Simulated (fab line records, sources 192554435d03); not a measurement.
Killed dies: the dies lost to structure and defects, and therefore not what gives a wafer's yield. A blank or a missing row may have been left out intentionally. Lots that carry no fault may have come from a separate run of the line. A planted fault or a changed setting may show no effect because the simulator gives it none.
The tool behind it: which one?	flow n5Finfet	11 lots, 33 wafers sampled, at 1 step of a route of 1938

WHAT EACH GAUGE READ, for each wafer
N5_BEOL_M6_OVL_MEAS_29.
lot	measured	on	V5_OVL (nm)
L076	day 8 16:56	overlay-01	-0.7 0.5 -1.4
L077	day 9 02:41	overlay-02	-0.5 -0.1 -0.3
L079	day 9 13:01	overlay-02	0.8 0.2 0.5
L081	day 10 09:02	overlay-01	0.5 1.0 0.7
L083	day 10 21:04	overlay-02	-0.1 0.4 0.5
L085	day 11 16:54	overlay-01	-1.7 0.0 -1.6
L088	day 12 00:05	overlay-01	-0.8 0.4 -0.7
L090	day 13 00:11	overlay-02	0.0 0.3 0.9
L092	day 13 04:11	overlay-01	0.1 1.0 0.4
L096	day 14 03:54	overlay-02	0.7 1.5 0.1
L094	day 14 05:47	overlay-01	-1.0 0.4 0.3

TOOL THAT RAN EACH LOT (tool first, then ch and the chambers of the sampled wafers, then the start)
No process step before these readings appears in the record.

THE ANSWER, worked out from the rows above alone
Rule: what is usual is taken from the lots themselves. Put in order of their means at a reading, lots are off if they are a third of the lots or fewer, leave a main group of 4 or more, and stand apart from it by a gap of 3 or more times the standard deviation of the main group's means; of several such gaps the widest counts. A main group is skipped when, at the precision printed for the reading in the tables above, its means are all equal. A lot without any number at a reading at which 4 lots or more have one is off too. Where the step has rows for the other lots, those lots are counted as sound.
No lot is off on any of the readings shown, so nothing can be concluded from this.

WHAT THE SIMULATOR HAD PUT IN
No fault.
